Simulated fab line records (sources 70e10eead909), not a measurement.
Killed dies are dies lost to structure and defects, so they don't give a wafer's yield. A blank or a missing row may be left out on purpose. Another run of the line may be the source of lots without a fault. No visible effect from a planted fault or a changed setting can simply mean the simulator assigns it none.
fab line records | flow nand_harc
record: lots: 6 | wafers: 18 | last_day: 24
route steps=1159 shown A_BONDPAD@1065 END@1159
lots that met no fault: from a run of the same line without faults
start_h: start of the lot's first displayed wafer, in hours after the record's first day | wait_h: hours from the lot's prior step to this one | " the same as in the row above | L1.1+2: one row covering several wafers at once | - no value, or no start was given | * or withheld: withheld | < > ~ a bound
route shown NAME@n: names a module that has steps shown in the file, with the first one's number in the route | usual: the fault-free wafers' mean and standard deviation | same: alike in all rows | chamber/n: place in a boat | sites: per-site readings | _std_site: standard deviation of those values | _edge_site: mean of outer sites minus mean of inner sites | radius_mm: how far each site lies from the wafer's centre | mask NAME#n: copy n | behind: the tool/chamber that last shaped the wafer | hold: the reason the lot was held/the length of the hold in hours/how it ended | device: names the non-switching transistor (n, p or np) | end of line: at the end of the route, the tests of the same wafers | where a step has no rows: the recipe by itself | killed: dies lost to structure and defects at the first sort, not the wafer's yield | map: per-die view of a wafer (x killed, . not killed, _ where there is no die)
set.NAME: setting as actually run; set.NAME@STEP: the setting as run at that earlier step | model.NAME: the simulator's own value behind a step, which no gauge read
lots at some steps of the route; a table a step, a row a wafer
services: when a tool's chamber went out of use (start_h, in hours from the record's first day, below 0 if earlier), for how many hours, and the reason
== steps ==
step: NHARC_A_BONDPAD_COAT_33
recipe: temp_c: 200 | time_s: 65
step: NHARC_A_BONDPAD_COAT_03
recipe: spin_rpm: 2000 | resist_thk_nm: 600
step: NHARC_A_BONDPAD_SOFTBAKE_04
recipe: temp_c: 125 | time_s: 70
step: NHARC_A_BONDPAD_EBR_05
step: NHARC_A_BONDPAD_EXPOSE_06
recipe: na: 0.55 | dose_mj: 36.99 | mask_id: A_BPAD
step: NHARC_A_BONDPAD_PEB_07
recipe: peb_temp_c: 128 | peb_time_s: 80
step: NHARC_A_BONDPAD_DEVELOP_08
recipe: time_s: 50 | dev_temp_c: 22
step: NHARC_A_BONDPAD_CD_MEAS_09
recipe: target_cd_nm: 500 | landing_energy_ev: 500
usual: cd_nm: 499.4/1.6
lot.wafer | tool      | chamber | start_h | wait_h | cd_nm
L443.1    | cd_sem-02 | 0       | 413.90  | -      | 501.4
L443.3    | "         | 0       | "       | "      | 497.8
L443.4    | "         | 0       | "       | "      | 497.5
L448.2    | cd_sem-03 | 0       | 464.17  | -      | 500.3
L448.3    | "         | 0       | "       | "      | 500.4
L448.5    | "         | 0       | "       | "      | 501.1
L447.1    | cd_sem-03 | 0       | 464.90  | -      | 500.4
L447.3    | "         | 0       | "       | "      | 500.0
L447.6    | "         | 0       | "       | "      | 499.4
L456.1    | cd_sem-02 | 0       | 511.46  | -      | 499.3
L456.3    | "         | 0       | "       | "      | 500.3
L456.6    | "         | 0       | "       | "      | 502.2
L458.4    | cd_sem-02 | 0       | 524.91  | -      | 498.3
L458.5    | "         | 0       | "       | "      | 499.4
L458.6    | "         | 0       | "       | "      | 501.1
L461.1    | cd_sem-03 | 0       | 547.44  | -      | 500.3
L461.3    | "         | 0       | "       | "      | 499.1
L461.5    | "         | 0       | "       | "      | 500.3
step: NHARC_A_BONDPAD_OVL_MEAS_35
usual: overlay_x_nm: 0/6.9 | overlay_y_nm: -1/5.9
lot.wafer | tool       | chamber | start_h | wait_h | overlay_x_nm | overlay_y_nm
L443.1    | overlay-02 | -       | 414.00  | -      | 1            | -2
L443.3    | "          | -       | "       | "      | 1            | -3
L443.4    | "          | -       | "       | "      | 1            | -3
L448.2    | overlay-01 | -       | 464.26  | -      | -1           | 3
L448.3    | "          | -       | "       | "      | -1           | 2
L448.5    | "          | -       | "       | "      | -1           | 3
L447.1    | overlay-02 | -       | 464.99  | -      | 7            | -2
L447.3    | "          | -       | "       | "      | 7            | -2
L447.6    | "          | -       | "       | "      | 7            | -2
L456.1    | overlay-02 | -       | 511.55  | -      | 7            | -1
L456.3    | "          | -       | "       | "      | 7            | 0
L456.6    | "          | -       | "       | "      | 6            | 0
L458.4    | overlay-01 | -       | 525.00  | -      | 2            | 4
L458.5    | "          | -       | "       | "      | 2            | 4
L458.6    | "          | -       | "       | "      | 1            | 4
L461.1    | overlay-01 | -       | 547.53  | -      | 2            | 8
L461.3    | "          | -       | "       | "      | 2            | 8
L461.5    | "          | -       | "       | "      | 2            | 8
step: NHARC_A_BONDPAD_HARDBAKE_10
recipe: temp_c: 118 | time_s: 65
step: NHARC_A_BONDPAD_DESCUM_11
recipe: time_s: 3 | o2_flow_sccm: 200 | ar_flow_sccm: 0 | bias_power_w: 0 | chemistry: O2
usual: drypump_motor_current_A: 5.7/0.61 | mfc_ar_sccm: 0.016/0.015 | oes_product_au: 0.999/0.007 | rf_vpp_V: 57.7/0.84 | showerhead_plenum_p_Torr: 1.90/0.072 | throttle_valve_pct: 11.312/0.0091
lot.wafer | tool        | chamber | start_h | wait_h | drypump_motor_current_A | mfc_ar_sccm | oes_product_au | rf_hours_counter_h | rf_vpp_V | showerhead_plenum_p_Torr | throttle_valve_pct
L443.4    | rie_diel-04 | 0       | 414.13  | -      | 5.7                     | 0.034       | 0.999          | 21                 | 58.6     | 1.99                     | 11.315
L443.3    | "           | 1       | "       | "      | 5.6                     | 0.020       | 1.004          | 21                 | 58.5     | 1.91                     | 11.305
L443.1    | "           | 3       | "       | "      | 5.3                     | 0.013       | 1.006          | 20                 | 57.3     | 2.01                     | 11.303
L448.3    | rie_diel-07 | 2       | 464.38  | -      | 6.5                     | 0           | 0.989          | 2                  | 57.3     | 1.90                     | 11.320
L448.2    | "           | 1       | "       | "      | 4.7                     | 0.017       | 1.009          | 2                  | 57.6     | 1.79                     | 11.295
L448.5    | "           | 3       | "       | "      | 5.4                     | 0.036       | 1.001          | -                  | 58.4     | 1.93                     | 11.314
L447.1    | rie_diel-07 | 3       | 465.11  | -      | 5.4                     | 0.036       | 1.002          | 2                  | 56.5     | 1.93                     | 11.321
L447.3    | "           | 0       | "       | "      | 6.0                     | 0.003       | 0.993          | 2                  | 57.4     | 1.96                     | 11.331
L447.6    | "           | 0       | "       | "      | 6.0                     | 0.003       | 0.996          | -                  | 58.0     | 1.96                     | 11.330
L456.3    | rie_diel-07 | 1       | 511.69  | -      | 4.7                     | 0.017       | 1.000          | 3                  | 57.7     | 1.78                     | 11.315
L456.1    | "           | 2       | "       | "      | 6.5                     | 0           | 1.010          | 3                  | 58.3     | 1.90                     | 11.325
L456.6    | "           | 3       | "       | "      | 5.4                     | 0.036       | 1.008          | -                  | 57.9     | 1.93                     | 11.303
L458.4    | rie_diel-07 | 3       | 525.12  | -      | 5.4                     | 0.036       | 1.011          | 4                  | 57.8     | 1.93                     | 11.324
L458.6    | "           | 3       | "       | "      | 5.4                     | 0.036       | 0.995          | -                  | 56.7     | 1.93                     | 11.303
L458.5    | "           | 0       | "       | "      | 6.0                     | 0.003       | 1.009          | -                  | 58.8     | 1.96                     | 11.325
L461.3    | rie_diel-01 | 1       | 547.66  | -      | 5.9                     | 0.038       | 0.998          | 18                 | 58.0     | 1.96                     | 11.326
L461.1    | "           | 3       | "       | "      | 5.0                     | 0.033       | 0.995          | 18                 | 59.5     | 2.05                     | 11.309
L461.5    | "           | 2       | "       | "      | 5.4                     | 0           | 1.001          | -                  | 58.2     | 1.79                     | 11.305
step: NHARC_A_BONDPAD_ETCH_34
recipe: target_depth_a: 600 | overetch_a: 180 | time_s: 65.91 | ion_energy_ev: 200 | n2_flow_sccm: 150 | h2_flow_sccm: 150 | ar_flow_sccm: 0 | rf_w: 400 | bias_w: 150 | chemistry: N2/H2
usual: drypump_motor_current_A: 5.6/0.63 | mfc_ar_sccm: 0.015/0.014 | oes_product_au: 0.999/0.0073 | rf_fwd_power_W: 395.8/1.9 | rf_vpp_V: 430.3/2.5 | showerhead_plenum_p_Torr: 2.03/0.084 | throttle_valve_pct: 14.170/0.0089
lot.wafer | tool        | chamber | start_h | wait_h | drypump_motor_current_A | mfc_ar_sccm | oes_product_au | rf_fwd_power_W | rf_hours_counter_h | rf_vpp_V | showerhead_plenum_p_Torr | throttle_valve_pct
L443.3    | rie_diel-04 | 3       | 414.21  | 0.1    | 5.3                     | 0.013       | 1.002          | 395.6          | 20                 | 432.2    | 2.15                     | 14.175
L443.1    | "           | 1       | "       | "      | 5.6                     | 0.020       | 1.000          | 394.3          | 21                 | 429.9    | 2.04                     | 14.172
L443.4    | "           | 2       | "       | "      | 6.7                     | 0           | 1.015          | 396.2          | 21                 | 426.8    | 1.94                     | 14.172
L448.3    | rie_diel-07 | 3       | 464.47  | 0.1    | 5.4                     | 0.036       | 0.993          | 394.0          | 2                  | 431.3    | 2.06                     | 14.178
L448.2    | "           | 0       | "       | "      | 6.0                     | 0.003       | 0.990          | 398.5          | 2                  | 432.5    | 2.09                     | 14.178
L448.5    | "           | 0       | "       | "      | 6.0                     | 0.003       | 1.001          | 396.8          | -                  | 431.8    | 2.09                     | 14.177
L447.1    | rie_diel-07 | 3       | 465.20  | 0.1    | 5.4                     | 0.036       | 0.999          | 393.9          | 2                  | 430.4    | 2.06                     | 14.158
L447.3    | "           | 1       | "       | "      | 4.7                     | 0.017       | 0.995          | 395.3          | 2                  | 426.8    | 1.90                     | 14.178
L447.6    | "           | 3       | "       | "      | 5.4                     | 0.036       | 0.988          | 394.0          | -                  | 433.2    | 2.06                     | 14.160
L456.1    | rie_diel-07 | 3       | 512.23  | 0.5    | 5.4                     | 0.036       | 0.999          | 393.3          | 3                  | 431.7    | 2.06                     | 14.176
L456.3    | "           | 1       | "       | "      | 4.7                     | 0.017       | 1.004          | 397.8          | 3                  | 425.0    | 1.90                     | 14.167
L456.6    | "           | 2       | "       | "      | 6.5                     | 0           | 0.997          | 392.2          | -                  | 431.1    | 2.02                     | 14.175
L458.4    | rie_diel-07 | 3       | 525.22  | 0.1    | 5.4                     | 0.036       | 0.989          | 393.5          | 4                  | 430.6    | 2.06                     | 14.172
L458.5    | "           | 0       | "       | "      | 6.0                     | 0.003       | 1.005          | 397.0          | -                  | 431.8    | 2.09                     | 14.175
L458.6    | "           | 1       | "       | "      | 4.7                     | 0.017       | 1.004          | 398.0          | -                  | 426.1    | 1.90                     | 14.162
L461.1    | rie_diel-01 | 0       | 547.82  | 0.1    | 5.5                     | 0           | 0.994          | 396.7          | 18                 | 426.4    | 1.92                     | 14.156
L461.3    | "           | 3       | "       | "      | 5.0                     | 0.033       | 1.000          | 395.4          | 18                 | 433.0    | 2.19                     | 14.145
L461.5    | "           | 0       | "       | "      | 5.5                     | 0           | 0.995          | 393.9          | -                  | 426.9    | 1.92                     | 14.176
step: NHARC_A_BONDPAD_ETCH_12
recipe: target_depth_a: 2200 | time_s: 110 | chf3_flow_sccm: 50 | o2_flow_sccm: 10 | ar_flow_sccm: 200 | rf_w: 500 | bias_w: 200 | chemistry: CHF3/O2
usual: chf3_flow_sccm: 49.99/0.16 | drypump_motor_current_A: 5.6/0.63 | mfc_ar_sccm: 199.9/0.61 | oes_product_au: 0.948/0.021 | rf_fwd_power_W: 496.5/2.1 | rf_vpp_V: 370.3/2.1 | showerhead_plenum_p_Torr: 2.39/0.091 | throttle_valve_pct: 20.572/0.0081
lot.wafer | tool        | chamber | start_h | wait_h | chf3_flow_sccm | drypump_motor_current_A | mfc_ar_sccm | oes_product_au | rf_fwd_power_W | rf_hours_counter_h | rf_vpp_V | showerhead_plenum_p_Torr | throttle_valve_pct
L443.3    | rie_diel-04 | 1       | 414.30  | -      | 50.03          | 5.7                     | 199.6       | 0.925          | 495.2          | 21                 | 370.5    | 2.40                     | 20.564
L443.1    | "           | 2       | "       | "      | 50.28          | 6.5                     | 199.8       | 0.944          | 495.9          | 21                 | 369.4    | 2.29                     | 20.570
L443.4    | "           | 3       | "       | "      | 50.01          | 5.3                     | 200.4       | 0.932          | 496.2          | 20                 | 374.1    | 2.52                     | 20.582
L448.3    | rie_diel-07 | 0       | 464.56  | -      | 50.05          | 6.0                     | 199.8       | 0.961          | 497.7          | 2                  | 372.4    | 2.46                     | 20.556
L448.2    | "           | 2       | "       | "      | 50.22          | 6.5                     | 199.5       | 0.961          | 496.4          | 2                  | 370.7    | 2.38                     | 20.567
L448.5    | "           | 1       | "       | "      | 50.04          | 4.7                     | 199.9       | 0.968          | 498.8          | -                  | 367.5    | 2.25                     | 20.568
L447.1    | rie_diel-07 | 0       | 465.30  | -      | 50.20          | 6.0                     | 199.8       | 0.955          | 499.9          | 2                  | 371.8    | 2.46                     | 20.573
L447.3    | "           | 1       | "       | "      | 49.88          | 4.6                     | 198.4       | 0.970          | 497.7          | 2                  | 366.7    | 2.25                     | 20.562
L447.6    | "           | 3       | "       | "      | 50.10          | 5.4                     | 200.6       | 0.959          | 493.3          | -                  | 372.1    | 2.42                     | 20.571
L456.1    | rie_diel-07 | 1       | 512.32  | -      | 49.79          | 4.7                     | 199.8       | 0.931          | 495.4          | 3                  | 366.9    | 2.25                     | 20.552
L456.3    | "           | 3       | "       | "      | 50.35          | 5.4                     | 200.4       | 0.920          | 496.3          | 3                  | 370.0    | 2.42                     | 20.570
L456.6    | "           | 0       | "       | "      | 49.76          | 6.0                     | 199.5       | 1.149          | 698.2          | -                  | 371.8    | 2.46                     | 20.567
L458.4    | rie_diel-07 | 0       | 525.32  | -      | 49.83          | 6.0                     | 199.8       | 1.201          | 697.0          | 4                  | 369.3    | 2.45                     | 20.566
L458.5    | "           | 1       | "       | "      | 50.21          | 4.7                     | 199.2       | 0.988          | 499.3          | -                  | 368.3    | 2.25                     | 20.561
L458.6    | "           | 2       | "       | "      | 49.89          | 6.5                     | 200.4       | 0.980          | 493.8          | -                  | 370.9    | 2.38                     | 20.570
L461.1    | rie_diel-01 | 3       | 547.92  | -      | 49.80          | 5.0                     | 200.6       | 0.918          | 495.9          | 18                 | 374.3    | 2.56                     | 20.585
L461.3    | "           | 1       | "       | "      | 50.17          | 6.0                     | 200.2       | 0.923          | 497.7          | 18                 | 372.2    | 2.46                     | 20.570
L461.5    | "           | 2       | "       | "      | 50.10          | 5.4                     | 199.3       | 0.916          | 499.9          | -                  | 368.1    | 2.25                     | 20.581
step: NHARC_A_BONDPAD_CD_MEAS_13
usual: cd_nm: 498.8/1.8
lot.wafer | tool      | chamber | start_h | wait_h | cd_nm
L443.1    | cd_sem-02 | -       | 414.44  | -      | 500.2
L443.3    | "         | -       | "       | "      | 496.5
L443.4    | "         | -       | "       | "      | 497.0
L448.2    | cd_sem-03 | -       | 464.70  | -      | 500.3
L448.3    | "         | -       | "       | "      | 500.9
L448.5    | "         | -       | "       | "      | 500.5
L447.1    | cd_sem-01 | -       | 465.43  | -      | 500.4
L447.3    | "         | -       | "       | "      | 500.4
L447.6    | "         | -       | "       | "      | 500.2
L456.1    | cd_sem-03 | -       | 512.45  | -      | 499.6
L456.3    | "         | -       | "       | "      | 498.9
L456.6    | "         | -       | "       | "      | 502.8
L458.4    | cd_sem-01 | -       | 525.44  | -      | 501.0
L458.5    | "         | -       | "       | "      | 498.9
L458.6    | "         | -       | "       | "      | 500.7
L461.1    | cd_sem-03 | -       | 548.06  | -      | 498.8
L461.3    | "         | -       | "       | "      | 497.9
L461.5    | "         | -       | "       | "      | 499.7
step: NHARC_END_SORT_01
recipe: temp_c: 25
usual: defect_limited_yield: 95.2/1.4 | killed_at_array: 28/8.9 | killed_at_other: 0.8/1.2 | killed_at_periphery: 3.3/2.3 | killed_dies: 32/9.4 | killed_open: 3.2/1.8 | killed_short: 1.9/1.4 | sort_bin_2_pct: 1.4/0.56 | sort_bin_3_pct: 0.26/0.21 | sort_bin_4_pct: 3.1/1 | sort_n_pass: 645/9.4 | sort_rim_yield_pct: 95.7/2.4 | sort_yield_pct: 95.2/1.4
same: gross_dies: 677 | sort_bin_5_pct[%]: 0 | sort_bin_6_pct[%]: 0 | sort_bin_7_pct[%]: 0 | sort_bin_8_pct[%]: 0 | sort_rim_n_gross: 106.00
lot.wafer | tool      | chamber | start_h | wait_h | defect_limited_yield[%] | killed_at_array | killed_at_other | killed_at_periphery | killed_dies | killed_open | killed_short | sort_bin_2_pct[%] | sort_bin_3_pct[%] | sort_bin_4_pct[%] | sort_n_pass | sort_rim_yield_pct[%] | sort_yield_pct[%]
L443.1    | prober-02 | 0       | 456.64  | 2.5    | 96.5                    | 21              | 1               | 2                   | 24          | 7           | 1            | 0.9               | 0.30              | 2.4               | 653         | 96.2                  | 96.5
L443.3    | prober-02 | 0       | 458.24  | 3.1    | 96.8                    | 15              | 1               | 6                   | 22          | 2           | 3            | 1.0               | 0.44              | 1.8               | 655         | 94.3                  | 96.8
L443.4    | prober-02 | 0       | 459.03  | 3.4    | 97.9                    | 11              | 0               | 3                   | 14          | 1           | 1            | 0.9               | 0                 | 1.2               | 663         | 96.2                  | 97.9
L448.2    | prober-02 | 0       | 495.57  | 2.8    | 95.0                    | 26              | 0               | 8                   | 34          | 10          | 7            | 1.9               | 0.30              | 2.8               | 643         | 95.3                  | 95.0
L448.3    | prober-02 | 0       | 496.37  | 3.1    | 95.1                    | 29              | 0               | 4                   | 33          | 3           | 1            | 2.4               | 0.15              | 2.4               | 644         | 91.5                  | 95.1
L448.5    | prober-02 | 0       | 497.98  | 3.7    | 95.7                    | 23              | 0               | 6                   | 29          | 3           | 0            | 1.2               | 0                 | 3.1               | 648         | 96.2                  | 95.7
L447.1    | prober-02 | 0       | 502.59  | 2.5    | 94.5                    | 34              | 0               | 3                   | 37          | 2           | 1            | 1.3               | 0.15              | 4.0               | 640         | 94.3                  | 94.5
L447.3    | prober-02 | 0       | 504.21  | 3.1    | 95.4                    | 29              | 0               | 2                   | 31          | 1           | 2            | 0.9               | 0.30              | 3.4               | 646         | 94.3                  | 95.4
L447.6    | prober-02 | 0       | 506.64  | 4.0    | 95.4                    | 27              | 1               | 3                   | 31          | 2           | 1            | 0.6               | 0                 | 4.0               | 646         | 93.4                  | 95.4
L456.1    | prober-02 | 0       | 545.27  | 2.5    | 94.8                    | 33              | 0               | 2                   | 35          | 5           | 2            | 2.7               | 0.15              | 2.4               | 642         | 98.1                  | 94.8
L456.3    | prober-02 | 0       | 546.88  | 3.1    | 93.1                    | 44              | 1               | 2                   | 47          | 4           | 1            | 1.6               | 0.15              | 5.2               | 630         | 91.5                  | 93.1
L456.6    | prober-02 | 0       | 549.29  | 4.0    | 93.8                    | 37              | 1               | 4                   | 42          | 2           | 1            | 1.5               | 0.30              | 4.4               | 635         | 97.2                  | 93.8
L458.4    | prober-02 | 0       | 559.15  | 3.4    | 95.3                    | 29              | 0               | 3                   | 32          | 0           | 1            | 1.2               | 0.30              | 3.2               | 645         | 97.2                  | 95.3
L458.5    | prober-02 | 0       | 559.95  | 3.7    | 93.1                    | 45              | 1               | 1                   | 47          | 1           | 4            | 2.5               | 0.30              | 4.1               | 630         | 99.1                  | 93.1
L458.6    | prober-02 | 0       | 560.76  | 4.0    | 93.8                    | 39              | 0               | 3                   | 42          | 2           | 3            | 2.1               | 0.30              | 3.8               | 635         | 91.5                  | 93.8
L461.1    | prober-02 | 0       | 580.76  | 2.5    | 93.5                    | 39              | 0               | 5                   | 44          | 4           | 1            | 2.1               | 0.44              | 4.0               | 633         | 96.2                  | 93.5
L461.3    | prober-02 | 0       | 582.36  | 3.1    | 94.8                    | 33              | 0               | 2                   | 35          | 5           | 0            | 1.6               | 0.44              | 3.1               | 642         | 95.3                  | 94.8
L461.5    | prober-02 | 0       | 583.97  | 3.7    | 94.5                    | 34              | 0               | 3                   | 37          | 1           | 3            | 1.6               | 0.44              | 3.4               | 640         | 95.3                  | 94.5
killed by level:class
L443.1 A_CHANNEL_HOLE_D1:chamber_film_flake=4 A_CONTACT:chamber_film_flake=4 A_BONDPAD:chamber_film_flake=4 A_M0:geometric_particle:open=2 A_STAIRCASE:chamber_film_flake=2 A_SLIT:chamber_film_flake=2 P_CONTACT:geometric_particle:open=1 P_M0:geometric_particle:open=1
L443.3 A_BONDPAD:chamber_film_flake=6 A_STAIRCASE:chamber_film_flake=4 P_STI:chamber_film_flake=3 P_CONTACT:geometric_particle:open=1 P_M0:geometric_particle:short=1 A_SGD_CUT:geometric_particle:short=1 A_WL_FILL:geometric_particle:open=1 A_CONTACT:geometric_particle:short=1
L443.4 A_BONDPAD:chamber_film_flake=3 A_CHANNEL_HOLE_D1:chamber_film_flake=3 A_CONTACT:chamber_film_flake=3 P_ZERO_WELL:chamber_film_flake=2 P_GATE:geometric_particle:open=1 A_SLIT:geometric_particle:short=1 A_STAIRCASE:chamber_film_flake=1
L448.2 A_CHANNEL_HOLE_D1:chamber_film_flake=10 P_M0:geometric_particle:open=3 P_GATE:geometric_particle:short=2 A_CHANNEL_FILL_D1:geometric_particle:short=2 A_WL_FILL:geometric_particle:open=2 A_ZERO_WELL:chamber_film_flake=2 P_CONTACT:geometric_particle:open=1 A_ONON_D1:geometric_particle:open=1
L448.3 A_CHANNEL_HOLE_D1:chamber_film_flake=19 A_STAIRCASE:chamber_film_flake=5 P_M0:chamber_film_flake=2 P_M0:geometric_particle:short=1 A_WL_FILL:geometric_particle:open=1 A_CONTACT:geometric_particle:open=1 A_BLC:geometric_particle:open=1 P_STI:chamber_film_flake=1
L448.5 A_CHANNEL_HOLE_D1:chamber_film_flake=18 P_ZERO_WELL:chamber_film_flake=2 A_CONTACT:chamber_film_flake=2 P_STI:geometric_particle:open=1 P_GATE:geometric_particle:open=1 A_CHANNEL_FILL_D1:geometric_particle:open=1 P_STI:chamber_film_flake=1 P_M0:chamber_film_flake=1
L447.1 A_CHANNEL_HOLE_D1:chamber_film_flake=18 A_SLIT:chamber_film_flake=9 A_STAIRCASE:chamber_film_flake=4 A_CONTACT:geometric_particle:open=2 P_ZERO_WELL:chamber_film_flake=2 P_STI:geometric_particle:short=1 A_CONTACT:chamber_film_flake=1
L447.3 A_CHANNEL_HOLE_D1:chamber_film_flake=11 A_SLIT:chamber_film_flake=7 A_CONTACT:chamber_film_flake=5 A_ZERO_WELL:chamber_film_flake=2 A_STAIRCASE:chamber_film_flake=2 P_M0:geometric_particle:short=1 A_CHANNEL_FILL_D1:geometric_particle:open=1 A_CHANNEL_FILL_D1:geometric_particle:short=1
L447.6 A_CHANNEL_HOLE_D1:chamber_film_flake=13 A_SLIT:chamber_film_flake=6 A_STAIRCASE:chamber_film_flake=4 P_M0:geometric_particle:short=1 A_CHANNEL_HOLE_D1:geometric_particle:open=1 P_ZERO_WELL:chamber_film_flake=1 P_GATE:chamber_film_flake=1 STARTING-WAFER:geometric_particle:open=1
L456.1 A_SLIT:chamber_film_flake=16 A_CONTACT:chamber_film_flake=5 A_CHANNEL_HOLE_D1:chamber_film_flake=3 A_STAIRCASE:chamber_film_flake=3 A_M0:geometric_particle:open=2 P_GATE:geometric_particle:open=1 A_ONON_D1:geometric_particle:open=1 A_CHANNEL_FILL_D1:geometric_particle:short=1
L456.3 A_SLIT:chamber_film_flake=19 A_CHANNEL_HOLE_D1:chamber_film_flake=8 A_STAIRCASE:chamber_film_flake=6 A_CONTACT:chamber_film_flake=5 A_BLC:geometric_particle:open=2 A_ONON_D1:geometric_particle:short=1 A_CHANNEL_FILL_D1:geometric_particle:open=1 A_M1:geometric_particle:open=1
L456.6 A_SLIT:chamber_film_flake=14 A_CONTACT:chamber_film_flake=10 A_CHANNEL_HOLE_D1:chamber_film_flake=6 P_ZERO_WELL:chamber_film_flake=3 A_M0:geometric_particle:open=2 A_STAIRCASE:chamber_film_flake=2 A_SOURCE_PLATE:geometric_particle:short=1 P_M0:chamber_film_flake=1
L458.4 A_CHANNEL_HOLE_D1:chamber_film_flake=20 A_CONTACT:chamber_film_flake=7 P_M1:chamber_film_flake=2 A_WL_FILL:geometric_particle:short=1 P_ZERO_WELL:chamber_film_flake=1 A_STAIRCASE:chamber_film_flake=1
L458.5 A_CHANNEL_HOLE_D1:chamber_film_flake=29 A_CONTACT:chamber_film_flake=8 A_STAIRCASE:chamber_film_flake=4 P_M0:geometric_particle:short=1 A_CHANNEL_FILL_D1:geometric_particle:short=1 A_SGD_CUT:geometric_particle:short=1 A_CONTACT:geometric_particle:open=1 STARTING-WAFER:geometric_particle:short=1
L458.6 A_CHANNEL_HOLE_D1:chamber_film_flake=22 A_STAIRCASE:chamber_film_flake=6 A_CONTACT:chamber_film_flake=4 A_CONTACT:geometric_particle:short=2 P_CONTACT:geometric_particle:open=1 A_CHANNEL_FILL_D1:geometric_particle:open=1 A_CHANNEL_FILL_D1:geometric_particle:short=1 P_ZERO_WELL:chamber_film_flake=1
L461.1 A_SLIT:chamber_film_flake=15 A_CONTACT:chamber_film_flake=9 A_CHANNEL_HOLE_D1:chamber_film_flake=7 A_BLC:chamber_film_flake=5 P_M0:geometric_particle:open=2 P_M2:chamber_film_flake=2 A_WL_FILL:geometric_particle:open=1 A_M0:geometric_particle:open=1
L461.3 A_SLIT:chamber_film_flake=16 A_BLC:chamber_film_flake=7 A_CHANNEL_HOLE_D1:chamber_film_flake=3 A_CONTACT:chamber_film_flake=3 A_BLC:geometric_particle:open=2 P_M1:geometric_particle:open=1 A_SGD_CUT:geometric_particle:open=1 A_M0:geometric_particle:open=1
L461.5 A_SLIT:chamber_film_flake=17 A_CHANNEL_HOLE_D1:chamber_film_flake=6 A_BLC:chamber_film_flake=4 A_CONTACT:chamber_film_flake=3 P_M2:chamber_film_flake=2 A_CHANNEL_FILL_D1:geometric_particle:short=1 A_SGD_CUT:geometric_particle:short=1 A_SGD_CUT:geometric_particle:open=1
== services ==
tool        | chamber | start_h | hours | kind
rie_diel-04 | -       | 393.64  | 0.7   | repair
rie_diel-07 | -       | 405.20  | 9.0   | pm
rie_diel-07 | 0       | 405.20  | 9.0   | vent_cycle
rie_diel-07 | 1       | 405.20  | 9.0   | vent_cycle
rie_diel-07 | 2       | 405.20  | 9.0   | vent_cycle
rie_diel-07 | 3       | 405.20  | 9.0   | vent_cycle
rie_diel-07 | 0       | 414.20  | -     | clean
rie_diel-07 | 1       | 414.20  | -     | clean
rie_diel-07 | 2       | 414.20  | -     | clean
rie_diel-07 | 3       | 414.20  | -     | clean
rie_diel-07 | 0       | 438.70  | -     | clean
rie_diel-07 | 1       | 438.70  | -     | clean
rie_diel-07 | 2       | 438.70  | -     | clean
rie_diel-07 | 3       | 438.70  | -     | clean
rie_diel-01 | 0       | 453.61  | 3.1   | repair
rie_diel-01 | 2       | 458.27  | 8.7   | repair
rie_diel-07 | 0       | 463.20  | -     | clean
rie_diel-07 | 1       | 463.20  | -     | clean
rie_diel-07 | 2       | 463.20  | -     | clean
rie_diel-04 | -       | 465.95  | 9.0   | pm
rie_diel-01 | -       | 492.10  | 9.0   | pm
rie_diel-07 | 2       | 504.59  | 4.4   | repair
rie_diel-01 | 2       | 504.88  | 3.7   | repair
rie_diel-04 | -       | 523.29  | 0.9   | repair
== key ==
first_sign: step: NHARC_A_BONDPAD_ETCH_12 | reading: rf_fwd_power_W | direction: up | sigmas: 97 | usual: * | struck: *
effect: step: NHARC_A_BONDPAD_ETCH_12 | reading: oes_product_au | direction: up | sigmas: 11 | usual: 0.948 | struck: 1.175
met_at NHARC_A_BONDPAD_ETCH_12
struck_wafers L456.6,L458.4
onset_between 465.30 512.32
fault: kind: process_parameter_drift | tool: rie_diel-07 | chamber: 0 | onset_h: 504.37 | steps: NHARC_A_BONDPAD_ETCH_12 | channel: rf_w | offset: * | shape: step | end_h: 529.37 | acts_in: * | stated: *
